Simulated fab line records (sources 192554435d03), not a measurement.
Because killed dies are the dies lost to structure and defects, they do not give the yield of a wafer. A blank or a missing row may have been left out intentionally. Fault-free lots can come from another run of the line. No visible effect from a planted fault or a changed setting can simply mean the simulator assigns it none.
fab line records	flow n5_finfet
record lots=24	wafers=72	last_day=19
route steps=1938 shown START@1 ZERO_LAYER@19 PMOS_HMC_CHANNEL_EPI@57 FIN_SAQP@96
lots untouched by any fault: they come from a run of this same line in which no faults occurred
start_h: hours from the record's first day to the start of the lot's first wafer shown	wait_h: hours from the lot's prior step to this one	" identical to the entry in the row above	L1.1+2: a row that stands for several wafers	- no value, or no start given	* or withheld: withheld	< > ~ a bound
route shown NAME@n: NAME is a module with steps in the file, n the number in the route of the first one	usual: mean and standard deviation over wafers with no fault	same: alike in all rows	chamber/n: place in a boat	sites: readings site by site	_std_site: standard deviation of those values	_edge_site: outer sites' mean less inner sites'	radius_mm: for every site, how far away it sits from the centre of the wafer	mask NAME#n: copy n	behind: the tool/chamber that last shaped the wafer	hold: what put the lot on hold/how long, in hours/how the hold closed	device: names the non-switching transistor (n, p or np)	end of line: the route-end tests of the same wafers	for a step that has no rows: nothing shown but its recipe	killed: the dies lost at the first sort to structure and to defects; this is not the yield of the wafer	map: a wafer's dies, marking killed ones x, the rest . and places with no die _
set.NAME: the setting that was run; set.NAME@STEP: the one run at that earlier step	model.NAME: the simulator's own value behind a step, which no gauge read
one table for each step of the route and one row for each wafer, over a sample of lots
services: when a tool's chamber went out of use (start_h, in hours from the record's first day, below 0 if earlier), for how many hours, and the reason
## steps
# step N5_START_INSPECT_01
# recipe inspect_instrument=unpatterned_scan	mode=incoming
# usual raw_defect_count=5.9/2.2
lot.wafer	tool	chamber	start_h	wait_h	raw_defect_count
L074.2	defect_inspect-02	-	12.03	-	5
L074.3	"	-	"	"	8
L074.5	"	-	"	"	7
L075.1	defect_inspect-01	-	18.03	-	8
L075.2	"	-	"	"	0
L075.6	"	-	"	"	7
L076.1	defect_inspect-01	-	24.03	-	8
L076.3	"	-	"	"	3
L076.6	"	-	"	"	7
L077.1	defect_inspect-02	-	30.03	-	2
L077.4	"	-	"	"	6
L077.5	"	-	"	"	6
L078.1	defect_inspect-02	-	36.03	-	4
L078.3	"	-	"	"	7
L078.5	"	-	"	"	9
L079.1	defect_inspect-02	-	42.03	-	7
L079.4	"	-	"	"	10
L079.6	"	-	"	"	3
L080.2	defect_inspect-01	-	48.03	-	4
L080.5	"	-	"	"	3
L080.6	"	-	"	"	2
L081.1	defect_inspect-02	-	54.03	-	9
L081.3	"	-	"	"	6
L081.6	"	-	"	"	2
L082.2	defect_inspect-01	-	60.03	-	7
L082.4	"	-	"	"	2
L082.5	"	-	"	"	7
L083.1	defect_inspect-02	-	66.03	-	4
L083.4	"	-	"	"	5
L083.5	"	-	"	"	5
L084.1	defect_inspect-02	-	72.03	-	5
L084.5	"	-	"	"	6
L084.6	"	-	"	"	4
L085.1	defect_inspect-02	-	78.03	-	3
L085.4	"	-	"	"	6
L085.5	"	-	"	"	2
L086.1	defect_inspect-01	-	84.03	-	6
L086.2	"	-	"	"	5
L086.4	"	-	"	"	6
L087.1	defect_inspect-01	-	90.03	-	5
L087.5	"	-	"	"	10
L087.6	"	-	"	"	7
L088.2	defect_inspect-02	-	96.03	-	2
L088.3	"	-	"	"	11
L088.5	"	-	"	"	4
L089.1	defect_inspect-02	-	102.03	-	10
L089.3	"	-	"	"	1
L089.4	"	-	"	"	6
L090.4	defect_inspect-01	-	108.04	-	9
L090.5	"	-	"	"	8
L090.6	"	-	"	"	7
L091.1	defect_inspect-02	-	114.03	-	11
L091.2	"	-	"	"	6
L091.4	"	-	"	"	3
L092.4	defect_inspect-01	-	120.04	-	8
L092.5	"	-	"	"	7
L092.6	"	-	"	"	6
L093.2	defect_inspect-01	-	126.03	-	9
L093.3	"	-	"	"	5
L093.5	"	-	"	"	5
L094.1	defect_inspect-02	-	132.03	-	2
L094.2	"	-	"	"	5
L094.3	"	-	"	"	9
L095.1	defect_inspect-02	-	138.03	-	7
L095.3	"	-	"	"	6
L095.5	"	-	"	"	4
L096.1	defect_inspect-02	-	144.03	-	5
L096.5	"	-	"	"	6
L096.6	"	-	"	"	9
L097.1	defect_inspect-01	-	150.03	-	6
L097.3	"	-	"	"	6
L097.5	"	-	"	"	8
# step N5_ZERO_LAYER_INSPECT_20
# recipe inspect_instrument=darkfield	mode=post_clean
# usual raw_defect_count=41/16
lot.wafer	tool	chamber	start_h	wait_h	raw_defect_count
L074.2	defect_inspect-01	-	13.25	0.0	46
L074.3	"	-	"	"	38
L074.5	"	-	"	"	32
L075.1	defect_inspect-01	-	19.38	0.0	15
L075.2	"	-	"	"	29
L075.6	"	-	"	"	29
L076.1	defect_inspect-01	-	25.39	0.0	15
L076.3	"	-	"	"	39
L076.6	"	-	"	"	45
L077.1	defect_inspect-02	-	31.25	0.0	36
L077.4	"	-	"	"	24
L077.5	"	-	"	"	19
L078.1	defect_inspect-01	-	37.41	0.0	52
L078.3	"	-	"	"	73
L078.5	"	-	"	"	43
L079.1	defect_inspect-01	-	43.44	0.0	34
L079.4	"	-	"	"	27
L079.6	"	-	"	"	30
L080.2	defect_inspect-01	-	49.64	0.0	27
L080.5	"	-	"	"	76
L080.6	"	-	"	"	26
L081.1	defect_inspect-02	-	55.84	0.0	26
L081.3	"	-	"	"	44
L081.6	"	-	"	"	33
L082.2	defect_inspect-02	-	61.30	0.0	28
L082.4	"	-	"	"	66
L082.5	"	-	"	"	53
L083.1	defect_inspect-02	-	67.56	0.0	106
L083.4	"	-	"	"	50
L083.5	"	-	"	"	82
L084.1	defect_inspect-02	-	73.27	0.0	48
L084.5	"	-	"	"	25
L084.6	"	-	"	"	39
L085.1	defect_inspect-02	-	79.29	0.0	53
L085.4	"	-	"	"	15
L085.5	"	-	"	"	46
L086.1	defect_inspect-02	-	85.39	0.0	24
L086.2	"	-	"	"	37
L086.4	"	-	"	"	61
L087.1	defect_inspect-02	-	91.48	0.0	26
L087.5	"	-	"	"	60
L087.6	"	-	"	"	39
L088.2	defect_inspect-02	-	98.01	0.0	61
L088.3	"	-	"	"	33
L088.5	"	-	"	"	47
L089.1	defect_inspect-02	-	103.38	0.0	39
L089.3	"	-	"	"	22
L089.4	"	-	"	"	15
L090.4	defect_inspect-01	-	109.38	0.0	42
L090.5	"	-	"	"	56
L090.6	"	-	"	"	30
L091.1	defect_inspect-02	-	115.39	0.0	36
L091.2	"	-	"	"	26
L091.4	"	-	"	"	50
L092.4	defect_inspect-01	-	121.25	0.0	91
L092.5	"	-	"	"	19
L092.6	"	-	"	"	36
L093.2	defect_inspect-02	-	127.64	0.0	55
L093.3	"	-	"	"	26
L093.5	"	-	"	"	46
L094.1	defect_inspect-02	-	133.43	0.0	35
L094.2	"	-	"	"	32
L094.3	"	-	"	"	59
L095.1	defect_inspect-01	-	139.26	0.0	21
L095.3	"	-	"	"	88
L095.5	"	-	"	"	44
L096.1	defect_inspect-02	-	145.26	0.0	51
L096.5	"	-	"	"	65
L096.6	"	-	"	"	44
L097.1	defect_inspect-02	-	151.25	0.0	39
L097.3	"	-	"	"	33
L097.5	"	-	"	"	40
# step N5_PMOS_HMC_CHANNEL_EPI_HM_DEP_34
# recipe material=SiO2	target_thk_a=360	temp_c=400	precursor=TEOS/O2	pressure_torr=6.5	rf_w=900	teos_flow_sccm=161.4	gas=O2	flow_sccm=2650	time_s=6.9
# usual heater_power_outer_w=290/60	heater_power_w=538/100	rf_fwd_power_W=887/4.6	showerhead_plenum_p_Torr=8.34/0.042	throttle_valve_pct=18.3/0.56
lot.wafer	tool	chamber	start_h	wait_h	heater_power_outer_w	heater_power_w	rf_fwd_power_W	showerhead_plenum_p_Torr	throttle_valve_pct
L074.2	pecvd-04	0	17.13	0.0	160	349	885	8.42	18.8
L074.3	"	1	"	"	287	513	886	8.33	19.3
L074.5	"	0	"	"	161	356	883	8.41	18.9
L075.1	pecvd-04	0	24.80	0.0	208	428	882	8.43	19.2
L075.2	"	2	"	"	279	531	887	8.37	17.6
L075.6	"	1	"	"	279	495	887	8.32	19.2
L076.1	pecvd-03	1	28.58	0.0	419	736	889	8.34	18.4
L076.3	"	1	"	"	409	739	893	8.37	18.6
L076.6	"	0	"	"	274	460	894	8.32	17.9
L077.1	pecvd-02	0	36.52	0.0	317	607	887	8.35	18.6
L077.4	"	2	"	"	377	681	882	8.36	17.8
L077.5	"	0	"	"	307	615	886	8.35	18.7
L078.1	pecvd-02	0	40.98	0.0	311	622	890	8.34	18.7
L078.3	"	1	"	"	295	520	881	8.36	18.4
L078.5	"	0	"	"	327	632	888	8.34	18.5
L079.1	pecvd-03	1	47.30	0.0	417	758	888	8.32	18.6
L079.4	"	1	"	"	292	580	892	8.34	18.3
L079.6	"	0	"	"	256	429	885	8.32	17.8
L080.2	pecvd-02	1	53.43	0.0	310	546	877	8.34	18.3
L080.5	"	2	"	"	363	658	883	8.36	17.8
L080.6	"	0	"	"	273	552	889	8.35	18.8
L081.1	pecvd-04	2	59.58	0.0	238	472	886	8.37	17.5
L081.3	"	1	"	"	197	383	888	8.32	19.3
L081.6	"	0	"	"	151	335	886	8.39	18.8
L082.2	pecvd-03	0	66.14	0.0	314	507	892	8.29	17.9
L082.4	"	2	"	"	338	669	886	8.26	17.8
L082.5	"	0	"	"	311	502	891	8.29	18.1
L083.1	pecvd-04	2	71.70	0.0	255	489	888	8.37	17.9
L083.4	"	2	"	"	256	499	888	8.39	17.6
L083.5	"	0	"	"	225	439	885	8.40	18.9
L084.1	pecvd-03	0	77.33	0.0	291	461	892	8.30	18.0
L084.5	"	0	"	"	285	481	889	8.29	18.1
L084.6	"	1	"	"	355	652	895	8.34	18.6
L085.1	pecvd-04	0	82.98	0.0	197	407	883	8.41	19.2
L085.4	"	0	"	"	204	404	883	8.40	19.0
L085.5	"	2	"	"	238	470	887	8.41	17.4
L086.1	pecvd-03	1	88.67	0.0	383	679	891	8.33	18.4
L086.2	"	0	"	"	322	513	889	8.32	18.0
L086.4	"	0	"	"	328	529	894	8.29	17.9
L087.1	pecvd-04	0	95.06	0.0	228	444	880	8.41	19.3
L087.5	"	1	"	"	278	515	886	8.34	19.1
L087.6	"	2	"	"	300	559	889	8.40	17.8
L088.2	pecvd-03	1	101.47	0.0	426	751	887	8.33	18.5
L088.3	"	2	"	"	258	542	894	8.27	17.6
L088.5	"	2	"	"	264	563	891	8.25	17.9
L089.1	pecvd-04	0	107.21	0.0	181	382	887	8.40	19.2
L089.3	"	1	"	"	284	494	892	8.32	19.0
L089.4	"	0	"	"	188	382	891	8.41	19.3
L090.4	pecvd-04	2	113.14	0.0	285	540	892	8.37	17.6
L090.5	"	1	"	"	256	465	889	8.34	18.9
L090.6	"	0	"	"	195	391	882	8.42	19.2
L091.1	pecvd-04	1	118.73	0.0	244	462	887	8.35	19.1
L091.2	"	2	"	"	247	490	889	8.38	18.0
L091.4	"	0	"	"	224	423	880	8.41	19.3
L092.4	pecvd-02	0	124.64	0.0	358	659	885	8.34	18.8
L092.5	"	2	"	"	421	732	880	8.37	17.7
L092.6	"	1	"	"	280	506	882	8.33	18.2
L093.2	pecvd-03	0	131.19	0.0	254	429	892	8.30	18.0
L093.3	"	1	"	"	325	648	893	8.35	18.6
L093.5	"	1	"	"	331	631	893	8.33	18.3
L094.1	pecvd-02	1	136.88	0.0	291	522	881	8.35	17.8
L094.2	"	2	"	"	351	641	886	8.38	17.8
L094.3	"	0	"	"	335	644	882	8.34	18.5
L095.1	pecvd-03	2	143.20	0.0	301	614	889	8.26	18.0
L095.3	"	0	"	"	295	507	888	8.30	18.1
L095.5	"	0	"	"	300	496	892	8.33	17.9
L096.1	pecvd-02	2	148.89	0.0	392	705	881	8.35	17.8
L096.5	"	2	"	"	398	716	883	8.38	17.9
L096.6	"	0	"	"	346	671	887	8.37	18.5
L097.1	pecvd-02	1	154.69	0.0	308	528	883	8.32	18.2
L097.3	"	2	"	"	407	718	878	8.36	17.6
L097.5	"	1	"	"	301	530	883	8.34	18.2
# step N5_PMOS_HMC_CHANNEL_EPI_OVL_MEAS_10
# recipe points_per_wafer=44
# usual PMOS_HMC_BLK_OVL=0.2/0.68
lot.wafer	tool	chamber	start_h	wait_h	PMOS_HMC_BLK_OVL[nm]
L074.2	overlay-01	0	17.44	0.0	0.1
L074.3	"	0	"	"	-0.1
L074.5	"	0	"	"	1.3
L075.1	overlay-02	0	25.24	0.0	1.3
L075.2	"	0	"	"	0.4
L075.6	"	0	"	"	0.5
L076.1	overlay-02	0	28.90	0.0	0.3
L076.3	"	0	"	"	1.2
L076.6	"	0	"	"	0.4
L077.1	overlay-02	0	36.96	0.0	0.7
L077.4	"	0	"	"	-0.3
L077.5	"	0	"	"	0.9
L078.1	overlay-02	0	41.29	0.0	0.7
L078.3	"	0	"	"	-0.2
L078.5	"	0	"	"	-0.2
L079.1	overlay-01	0	47.62	0.0	0.0
L079.4	"	0	"	"	-0.2
L079.6	"	0	"	"	0.0
L080.2	overlay-02	0	53.86	0.0	0.2
L080.5	"	0	"	"	0.2
L080.6	"	0	"	"	1.1
L081.1	overlay-02	0	59.89	0.0	1.0
L081.3	"	0	"	"	1.5
L081.6	"	0	"	"	1.2
L082.2	overlay-02	0	66.46	0.0	-0.4
L082.4	"	0	"	"	0.2
L082.5	"	0	"	"	0.3
L083.1	overlay-02	0	72.13	0.0	0.3
L083.4	"	0	"	"	1.4
L083.5	"	0	"	"	0.6
L084.1	overlay-02	0	77.65	0.0	-0.3
L084.5	"	0	"	"	-1.0
L084.6	"	0	"	"	0.0
L085.1	overlay-02	0	83.41	0.0	1.2
L085.4	"	0	"	"	0.4
L085.5	"	0	"	"	0.7
L086.1	overlay-01	0	88.99	0.0	-1.4
L086.2	"	0	"	"	-1.0
L086.4	"	0	"	"	-0.8
L087.1	overlay-01	0	95.49	0.0	1.3
L087.5	"	0	"	"	0.5
L087.6	"	0	"	"	0.5
L088.2	overlay-02	0	101.78	0.0	1.4
L088.3	"	0	"	"	0.2
L088.5	"	0	"	"	1.5
L089.1	overlay-02	0	107.66	0.0	0.8
L089.3	"	0	"	"	0.4
L089.4	"	0	"	"	-0.1
L090.4	overlay-01	0	113.56	0.0	-0.8
L090.5	"	0	"	"	0.9
L090.6	"	0	"	"	-0.7
L091.1	overlay-01	0	119.04	0.0	-0.3
L091.2	"	0	"	"	-0.3
L091.4	"	0	"	"	-0.2
L092.4	overlay-02	0	124.93	0.0	-0.3
L092.5	"	0	"	"	-0.6
L092.6	"	0	"	"	0.4
L093.2	overlay-02	0	131.50	0.0	0.0
L093.3	"	0	"	"	-1.0
L093.5	"	0	"	"	-1.4
L094.1	overlay-02	0	137.19	0.0	0.2
L094.2	"	0	"	"	-0.4
L094.3	"	0	"	"	-0.5
L095.1	overlay-01	0	143.52	0.0	-0.7
L095.3	"	0	"	"	0.6
L095.5	"	0	"	"	-0.3
L096.1	overlay-01	0	149.20	0.0	0.4
L096.5	"	0	"	"	-0.1
L096.6	"	0	"	"	-0.7
L097.1	overlay-01	0	155.12	0.0	0.7
L097.3	"	0	"	"	0.7
L097.5	"	0	"	"	-0.4
# step N5_PMOS_HMC_CHANNEL_EPI_DESCUM_14
# recipe chemistry=O2	time_s=7.9	source_power_w=50	bias_power_w=20	pressure_mtorr=20	rf_frequency_hz=2.712e+07	temp_c=40	resist=CAR-ArF-block	o2_flow_sccm=225
# usual bias_power_w=20.00/0.063	drypump_motor_current_A=5.6/0.42	oes_product_au=0.77/0.074	rf_fwd_power_W=49.27/0.24	rf_vpp_V=243.5/1.1	showerhead_plenum_p_Torr=2.10/0.06	temp_c=39.99/0.12	throttle_valve_pct=20.44/0.18
lot.wafer	tool	chamber	start_h	wait_h	bias_power_w	drypump_motor_current_A	oes_product_au	rf_fwd_power_W	rf_hours_counter_h	rf_vpp_V	showerhead_plenum_p_Torr	temp_c	throttle_valve_pct
L074.2	rie_diel-02	2	17.81	0.3	20.02	6.0	0.80	49.46	106	242.8	2.12	40.11	20.37
L074.3	"	3	"	"	20.13	5.6	0.69	49.11	209	241.9	2.05	39.99	20.51
L074.5	"	0	"	"	20.01	5.1	0.72	49.57	-	245.0	2.18	40.13	20.66
L075.1	rie_diel-06	3	25.29	0.0	19.96	5.7	0.75	49.18	136	244.1	2.20	40.08	20.56
L075.2	"	1	"	"	20.05	6.6	0.70	49.39	187	243.5	2.08	39.92	20.46
L075.6	"	2	"	"	20.00	5.6	0.78	49.14	-	245.0	2.18	39.98	20.34
L076.1	rie_diel-05	2	28.96	0.0	20.02	6.2	0.94	49.46	13	243.0	2.15	40.03	20.09
L076.3	"	0	"	"	20.02	5.3	0.88	49.63	48	242.4	2.04	40.06	20.02
L076.6	"	3	"	"	20.04	5.1	0.70	49.79	-	244.2	2.08	40.02	20.61
L077.1	rie_diel-06	2	37.01	0.0	19.99	5.6	0.78	49.28	134	244.6	2.18	40.18	20.35
L077.4	"	2	"	"	19.97	5.6	0.77	49.12	-	245.5	2.18	40.09	20.35
L077.5	"	3	"	"	19.83	5.6	0.75	49.11	-	244.3	2.19	40.02	20.57
L078.1	rie_diel-02	1	41.56	0.3	20.02	5.6	0.96	49.28	4	243.5	2.05	40.03	20.31
L078.3	"	2	"	"	19.97	6.1	0.79	49.63	113	243.7	2.12	40.04	20.38
L078.5	"	0	"	"	19.85	5.1	0.73	49.15	-	244.3	2.18	39.93	20.68
L079.1	rie_diel-06	1	47.68	0.0	19.95	6.5	0.71	49.56	190	242.3	2.08	39.96	20.45
L079.4	"	0	"	"	20.03	5.2	0.84	49.12	74	242.7	2.03	39.88	20.56
L079.6	"	3	"	"	19.96	5.6	0.75	48.96	-	245.1	2.19	40.06	20.56
L080.2	rie_diel-02	2	53.93	0.0	20.06	6.0	0.79	49.44	117	244.5	2.11	39.99	20.39
L080.5	"	0	"	"	19.95	5.1	0.73	49.35	-	243.6	2.18	40.26	20.70
L080.6	"	1	"	"	20.02	5.6	0.93	49.33	-	242.9	2.04	40.07	20.30
L081.1	rie_diel-06	1	59.94	0.0	20.10	6.5	0.70	49.48	194	244.1	2.08	39.90	20.47
L081.3	"	2	"	"	19.94	5.6	0.77	49.25	142	244.5	2.18	40.28	20.35
L081.6	"	1	"	"	20.16	6.6	0.70	49.37	-	242.2	2.08	39.91	20.47
L082.2	rie_diel-02	3	66.77	0.3	20.02	5.6	0.69	49.15	225	243.3	2.05	40.05	20.52
L082.4	"	2	"	"	19.94	6.0	0.78	49.38	121	244.7	2.11	39.81	20.40
L082.5	"	2	"	"	19.97	6.1	0.79	49.35	-	243.4	2.11	40.05	20.39
L083.1	rie_diel-05	0	72.22	0.1	19.96	5.2	0.88	49.51	52	242.6	2.04	40.08	20.03
L083.4	"	1	"	"	20.01	5.6	0.73	49.23	181	245.4	2.16	40.03	20.23
L083.5	"	2	"	"	20.02	6.2	0.89	49.39	-	243.6	2.14	39.82	20.10
L084.1	rie_diel-06	3	77.71	0.0	19.89	5.7	0.74	48.98	154	244.4	2.19	40.01	20.59
L084.5	"	1	"	"	20.05	6.5	0.70	49.22	-	244.1	2.08	40.22	20.47
L084.6	"	0	"	"	20.09	5.2	0.83	48.96	-	242.5	2.03	39.85	20.56
L085.1	rie_diel-06	3	83.47	0.0	19.98	5.6	0.74	49.03	156	243.7	2.19	39.89	20.59
L085.4	"	2	"	"	20.06	5.6	0.76	48.98	149	244.9	2.18	40.23	20.38
L085.5	"	0	"	"	19.99	5.1	0.83	48.87	-	243.0	2.03	39.97	20.58
L086.1	rie_diel-06	2	89.60	0.6	19.97	5.7	0.76	49.16	151	245.8	2.17	40.01	20.36
L086.2	"	1	"	"	19.94	6.5	0.70	49.64	203	243.2	2.08	39.88	20.48
L086.4	"	3	"	"	19.96	5.6	0.73	49.10	157	244.7	2.19	40.07	20.58
L087.1	rie_diel-02	0	95.55	0.0	19.95	5.1	0.72	49.44	171	243.7	2.17	39.85	20.71
L087.5	"	3	"	"	19.94	5.6	0.68	49.04	-	242.4	2.04	39.89	20.53
L087.6	"	0	"	"	19.94	5.1	0.71	49.30	-	245.6	2.17	40.03	20.71
L088.2	rie_diel-05	1	101.84	0.0	19.98	5.6	0.72	49.32	191	243.4	2.16	39.78	20.28
L088.3	"	2	"	"	19.97	6.2	0.87	49.44	39	244.1	2.14	39.79	20.12
L088.5	"	1	"	"	20.01	5.6	0.72	48.95	-	243.6	2.16	39.91	20.26
L089.1	rie_diel-06	1	107.72	0.0	19.91	6.5	0.70	49.32	207	243.0	2.07	39.74	20.47
L089.3	"	2	"	"	19.97	5.6	0.76	48.91	156	243.9	2.17	39.96	20.38
L089.4	"	0	"	"	20.11	5.1	0.82	49.12	91	242.7	2.03	39.86	20.58
L090.4	rie_diel-05	3	113.62	0.0	20.10	5.1	0.69	49.76	223	243.5	2.07	39.89	20.67
L090.5	"	1	"	"	19.98	5.6	0.73	49.41	-	243.6	2.16	39.96	20.27
L090.6	"	2	"	"	19.98	6.2	0.87	49.50	-	244.3	2.14	40.02	20.12
L091.1	rie_diel-02	2	119.10	0.0	20.04	6.1	0.76	49.52	138	243.4	2.11	39.92	20.41
L091.2	"	3	"	"	20.10	5.7	0.67	49.15	242	243.0	2.04	39.98	20.56
L091.4	"	3	"	"	20.03	5.6	0.67	49.15	-	241.1	2.04	39.79	20.54
L092.4	rie_diel-05	1	124.99	0.0	20.04	5.6	0.72	49.19	196	244.3	2.16	39.88	20.29
L092.5	"	3	"	"	19.99	5.0	0.68	49.44	-	243.2	2.07	40.05	20.65
L092.6	"	0	"	"	19.98	5.3	0.87	49.54	-	243.1	2.04	40.05	20.03
L093.2	rie_diel-02	3	131.56	0.0	20.09	5.6	0.68	49.26	245	241.8	2.04	40.10	20.57
L093.3	"	0	"	"	19.99	5.1	0.71	49.33	179	244.2	2.17	39.99	20.72
L093.5	"	3	"	"	20.05	5.6	0.67	49.21	-	242.8	2.04	39.85	20.55
L094.1	rie_diel-02	1	137.25	0.0	20.02	5.6	0.88	49.63	30	243.9	2.04	40.03	20.36
L094.2	"	2	"	"	19.98	6.0	0.77	49.57	142	243.6	2.11	40.14	20.41
L094.3	"	0	"	"	20.09	5.1	0.71	49.03	180	243.9	2.17	39.95	20.72
L095.1	rie_diel-02	1	143.58	0.0	20.02	5.7	0.87	49.54	33	243.6	2.03	40.11	20.35
L095.3	"	0	"	"	20.10	5.1	0.70	49.51	182	243.5	2.17	40.12	20.71
L095.5	"	2	"	"	20.10	6.0	0.76	49.31	-	242.8	2.11	39.80	20.42
L096.1	rie_diel-05	3	149.26	0.0	19.98	5.1	0.68	49.40	233	243.3	2.06	40.17	20.66
L096.5	"	0	"	"	20.01	5.2	0.85	49.56	-	241.6	2.03	40.11	20.06
L096.6	"	3	"	"	19.93	5.1	0.68	49.36	-	243.5	2.06	40.17	20.67
L097.1	rie_diel-06	1	155.18	0.0	20.02	6.5	0.68	49.63	220	242.4	2.07	40.03	20.50
L097.3	"	0	"	"	20.01	5.2	0.81	49.15	104	241.1	2.02	39.89	20.62
L097.5	"	3	"	"	19.95	5.7	0.72	48.78	-	245.0	2.18	39.94	20.62
# step N5_FIN_SAQP_HM_DEP_03
# recipe material=SiNx	target_thk_a=380	temp_c=400	precursor=SiH4/NH3/N2	pressure_torr=1.5	rf_w=300	time_s=33.6
# usual heater_power_outer_w=483/58	heater_power_w=795/100	rf_fwd_power_W=297.6/1.3	showerhead_plenum_p_Torr=5.12/0.07	throttle_valve_pct=38.7/1
lot.wafer	tool	chamber	start_h	wait_h	heater_power_outer_w	heater_power_w	rf_fwd_power_W	showerhead_plenum_p_Torr	throttle_valve_pct
L074.2	pecvd-03	0	21.65	0.2	408	641	299.9	5.08	38.5
L074.3	"	0	"	"	410	658	298.7	5.07	38.2
L074.5	"	1	"	"	540	910	298.2	5.12	39.5
L075.1	pecvd-03	1	28.62	0.2	545	937	298.9	5.13	39.6
L075.2	"	0	"	"	447	723	298.8	5.08	38.2
L075.6	"	0	"	"	479	711	297.4	5.07	38.2
L076.1	pecvd-02	2	32.43	0.2	570	926	295.9	5.19	37.9
L076.3	"	1	"	"	381	649	295.6	5.14	38.9
L076.6	"	0	"	"	424	737	298.7	5.13	39.9
L077.1	pecvd-03	1	40.72	0.2	523	881	298.1	5.14	39.5
L077.4	"	0	"	"	467	680	296.3	5.07	38.2
L077.5	"	0	"	"	455	695	297.3	5.07	38.4
L078.1	pecvd-02	0	44.87	0.2	474	837	295.9	5.13	39.9
L078.3	"	1	"	"	455	727	296.5	5.14	39.1
L078.5	"	0	"	"	484	827	296.4	5.14	39.9
L079.1	pecvd-03	0	51.91	0.2	491	743	298.5	5.06	38.0
L079.4	"	0	"	"	480	724	298.8	5.07	38.2
L079.6	"	1	"	"	563	933	298.2	5.12	39.3
L080.2	pecvd-02	2	57.78	0.2	574	925	295.8	5.19	37.8
L080.5	"	1	"	"	467	707	295.8	5.14	39.1
L080.6	"	2	"	"	595	955	296.2	5.18	37.7
L081.1	pecvd-02	0	63.34	0.2	435	795	297.8	5.15	39.8
L081.3	"	1	"	"	380	648	297.5	5.15	38.9
L081.6	"	0	"	"	435	805	297.5	5.13	39.9
L082.2	pecvd-03	2	70.18	0.2	449	809	299.6	4.95	37.8
L082.4	"	0	"	"	457	728	298.1	5.06	38.5
L082.5	"	1	"	"	575	951	296.1	5.13	39.6
L083.1	pecvd-02	1	75.76	0.2	443	725	296.6	5.14	39.0
L083.4	"	1	"	"	446	737	296.3	5.12	38.9
L083.5	"	2	"	"	599	960	296.0	5.20	37.9
L084.1	pecvd-01	0	81.61	0.3	446	766	299.9	5.26	36.2
L084.5	"	0	"	"	460	731	300.0	5.24	35.9
L084.6	"	1	"	"	441	734	298.5	5.07	40.7
L085.1	pecvd-03	0	87.31	0.2	450	714	298.6	5.08	38.2
L085.4	"	2	"	"	477	854	297.6	4.97	37.6
L085.5	"	0	"	"	444	695	298.7	5.07	38.7
L086.1	pecvd-01	1	92.87	0.2	462	755	297.1	5.09	40.9
L086.2	"	2	"	"	465	704	296.0	5.07	38.4
L086.4	"	2	"	"	471	687	297.6	5.06	38.4
L087.1	pecvd-02	1	100.62	0.2	453	732	295.8	5.13	39.0
L087.5	"	2	"	"	572	935	295.9	5.18	37.9
L087.6	"	1	"	"	459	725	295.3	5.14	38.8
L088.2	pecvd-01	1	105.57	0.2	384	678	297.7	5.09	40.9
L088.3	"	0	"	"	573	898	297.8	5.26	36.3
L088.5	"	1	"	"	394	664	299.0	5.09	40.5
L089.1	pecvd-01	0	111.50	0.2	562	880	299.5	5.25	36.0
L089.3	"	1	"	"	414	692	297.2	5.09	40.5
L089.4	"	1	"	"	412	692	297.1	5.09	41.2
L090.4	pecvd-02	1	117.21	0.2	458	750	297.7	5.13	38.9
L090.5	"	2	"	"	584	946	296.6	5.18	38.1
L090.6	"	0	"	"	427	752	297.7	5.14	39.8
L091.1	pecvd-02	2	122.94	0.2	468	817	297.6	5.18	37.9
L091.2	"	1	"	"	465	730	295.5	5.14	39.1
L091.4	"	0	"	"	430	769	298.0	5.13	40.0
L092.4	pecvd-03	2	129.00	0.1	408	738	299.4	4.97	37.8
L092.5	"	1	"	"	556	928	298.5	5.13	39.3
L092.6	"	0	"	"	435	663	297.4	5.06	38.3
L093.2	pecvd-02	1	135.01	0.2	433	683	295.7	5.14	39.0
L093.3	"	0	"	"	450	800	298.2	5.13	39.8
L093.5	"	0	"	"	453	813	299.5	5.13	39.8
L094.1	pecvd-03	2	140.94	0.2	511	859	299.5	4.94	38.0
L094.2	"	0	"	"	472	751	297.3	5.06	38.5
L094.3	"	1	"	"	576	949	298.6	5.13	39.1
L095.1	pecvd-03	2	147.09	0.2	497	850	296.8	4.95	37.9
L095.3	"	0	"	"	418	654	297.6	5.07	38.5
L095.5	"	2	"	"	489	869	298.5	4.96	38.3
L096.1	pecvd-03	2	153.61	0.2	505	856	297.7	4.97	38.0
L096.5	"	0	"	"	479	748	298.0	5.08	38.3
L096.6	"	2	"	"	500	847	297.4	4.95	38.3
L097.1	pecvd-02	0	158.69	0.2	411	727	299.3	5.13	39.8
L097.3	"	2	"	"	585	927	297.1	5.18	38.2
L097.5	"	1	"	"	437	711	296.1	5.15	38.8
## services
tool	chamber	start_h	hours	kind
pecvd-04	1	-6.19	5.5	scheduled_down
pecvd-04	-	-2.16	0.5	repair
pecvd-01	2	8.58	4.8	repair
rie_diel-02	1	10.02	-	clean
rie_diel-02	1	10.02	-	consumable_replace:focus_ring
rie_diel-02	1	10.02	19.7	scheduled_down
rie_diel-02	1	10.02	19.7	vent_cycle
pecvd-01	-	12.15	6.0	pm
pecvd-03	-	13.75	0.9	repair
pecvd-02	-	17.60	1.1	repair
pecvd-03	2	20.90	5.5	scheduled_down
pecvd-03	1	29.94	2.1	scheduled_down
rie_diel-05	0	32.32	29.0	repair
rie_diel-06	1	36.08	7.9	repair
rie_diel-05	3	51.80	1.8	repair
pecvd-03	1	63.45	5.0	scheduled_down
pecvd-03	2	76.41	2.1	scheduled_down
rie_diel-06	-	95.50	1.1	repair
pecvd-02	0	98.79	2.1	scheduled_down
pecvd-04	2	105.25	2.1	scheduled_down
rie_diel-02	0	110.40	10.7	repair
rie_diel-02	-	134.86	0.7	repair
pecvd-03	1	143.08	5.5	scheduled_down
rie_diel-02	3	147.66	-	clean
## key
fault none
